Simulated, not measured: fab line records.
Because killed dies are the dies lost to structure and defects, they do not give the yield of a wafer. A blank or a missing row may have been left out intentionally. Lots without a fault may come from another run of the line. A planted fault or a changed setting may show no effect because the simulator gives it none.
Chamber matching ; flow n5_finfet ; N5_BEOL_M9_DESCUM_33 on rie_diel-01 has 4 sister chambers
The step chemistry O2, time 7 s. 18 wafers are shown with their chamber, then 9 later ones without.

== WAFERS PAIRED WITH THEIR CHAMBERS ==
wafer;chamber;showerhead_plenum_p_Torr (Torr);throttle_valve_pct (%);oes_product_au (a.u.)
L075.1;1;2.07;20.12;0.75
L075.4;3;2.12;20.18;0.87
L075.6;1;2.07;20.12;0.75
L080.1;0;1.98;20.12;0.71
L080.5;1;2.07;20.16;0.73
L080.6;2;2.12;20.41;0.80
L076.2;1;2.07;20.17;0.72
L076.4;1;2.07;20.15;0.72
L076.6;0;1.98;20.11;0.70
L085.1;3;2.11;20.22;0.84
L085.4;0;1.98;20.14;0.69
L085.5;3;2.11;20.22;0.84
L091.2;0;1.98;20.12;0.70
L091.4;3;2.11;20.21;0.84
L091.5;1;2.06;20.18;0.73
L092.2;3;2.11;20.22;0.83
L092.3;0;1.98;20.14;0.70
L092.4;3;2.11;20.22;0.83

SIGNATURES (averages over the wafers above)
reading;chamber 0;chamber 1;chamber 2;chamber 3;scatter within a chamber
showerhead_plenum_p_Torr;1.9800;2.0683;2.1200;2.1117;0.00345
throttle_valve_pct;20.1260;20.1500;20.4100;20.2117;0.0193
oes_product_au;0.7000;0.7333;0.8000;0.8417;0.0126
Rule: distance of a wafer from a chamber = root of the sum over the readings of ((wafer's reading minus chamber's mean) / reading's scatter) squared. If the next closest chamber is less than 2 further off than the closest, the wafer can't be placed; otherwise it belongs to the closest. The scatter: take each reading less its chamber's mean, square it, sum over the shown wafers, divide by the number of wafers less the number of chambers, and take the root.

== WAFERS WITH NO CHAMBER GIVEN ==
wafer;showerhead_plenum_p_Torr (Torr);throttle_valve_pct (%);oes_product_au (a.u.)
L095.4;2.10;20.24;0.83
L095.5;1.98;20.15;0.69
L095.6;2.10;20.21;0.83
L096.1;1.97;20.15;0.68
L096.2;2.06;20.21;0.71
L096.6;2.11;20.45;0.77
L097.1;2.06;20.19;0.71
L097.4;2.11;20.44;0.77
L097.6;2.06;20.19;0.70

== WHICH CHAMBER EACH ONE RAN IN ==
wafer;from the rows above;in truth
L095.4;3;3
L095.5;0;0
L095.6;3;3
L096.1;0;0
L096.2;1;1
L096.6;2;2
L097.1;1;1
L097.4;2;2
L097.6;1;1
Correctly placed: 9 of 9. From these rows, 0 cannot be placed. 0 placed wrongly.
